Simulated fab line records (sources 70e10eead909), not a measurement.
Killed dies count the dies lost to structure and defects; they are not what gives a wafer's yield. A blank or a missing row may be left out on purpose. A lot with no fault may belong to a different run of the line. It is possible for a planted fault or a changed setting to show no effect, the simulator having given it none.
Chamber matching    flow nandHarc    NHARC_A_ZERO_WELL_ETCH_13 on rieSi-02: 4 sister chambers
The step etches the open film in HBr/Cl2, target depth 120 nm, time 40.1 s. 18 wafers are shown with their chamber, then 9 later ones without.

WAFERS WITH THEIR CHAMBER
wafer   chamber  drypumpMotorCurrentA (A)  throttleValvePct (%)  oesProductAu (a.u.)
L074.1  1        6.2                       26.407                1.002
L074.4  3        6.2                       26.404                1.002
L074.5  3        6.2                       26.396                0.993
L077.2  2        6.5                       26.410                1.004
L077.5  0        5.6                       26.403                0.990
L077.6  3        6.2                       26.419                0.996
L081.1  1        6.2                       26.415                1.012
L081.2  3        6.2                       26.409                1.008
L081.3  2        6.5                       26.392                1.002
L084.2  1        6.2                       26.410                1.000
L084.3  2        6.5                       26.390                1.008
L084.6  1        6.2                       26.397                1.014
L085.2  2        6.5                       26.392                1.009
L085.3  0        5.5                       26.422                0.998
L085.4  1        6.2                       26.404                1.014
L087.2  0        5.5                       26.413                1.014
L087.4  1        6.2                       26.407                1.024
L087.5  3        6.2                       26.399                1.017

SIGNATURES (means of the wafers above)
reading               chamber 0  chamber 1  chamber 2  chamber 3  scatter within a chamber
drypumpMotorCurrentA  5.533      6.200      6.500      6.200      0.0218
throttleValvePct      26.41267   26.40667   26.39600   26.40540   0.00826
oesProductAu          1.00067    1.01100    1.00575    1.00320    0.00883
Rule: a wafer lies at a distance from a chamber equal to the root of the sum of squares, over the readings, of (its reading less the chamber's mean, divided by the reading's scatter). If the next closest chamber is less than 2 further off than the closest, the wafer can't be placed; otherwise it belongs to the closest. The scatter: the root of (the sum of the squares of (reading less its chamber's mean) over the shown wafers, divided by (wafers less chambers)).

WAFERS WHOSE CHAMBER IS MISSING
wafer   drypumpMotorCurrentA (A)  throttleValvePct (%)  oesProductAu (a.u.)
L089.3  6.2                       26.414                1.015
L089.4  6.2                       26.407                0.993
L089.5  6.5                       26.400                1.021
L091.1  6.2                       26.412                0.995
L091.3  6.2                       26.405                1.017
L091.4  5.6                       26.390                1.005
L096.1  5.6                       26.392                1.000
L096.5  6.5                       26.400                1.006
L096.6  6.2                       26.399                1.006

CHAMBER TAKEN BY EACH
wafer   from the rows above      in truth
L089.3  can't be placed: 1 or 3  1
L089.4  can't be placed: 3 or 1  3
L089.5  2                        2
L091.1  can't be placed: 3 or 1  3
L091.3  can't be placed: 1 or 3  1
L091.4  0                        0
L096.1  0                        0
L096.5  2                        2
L096.6  can't be placed: 3 or 1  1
Placed correctly: 4 of 9. These rows do not allow placing 5 (true chamber among the candidates in 5). 0 placed wrongly.
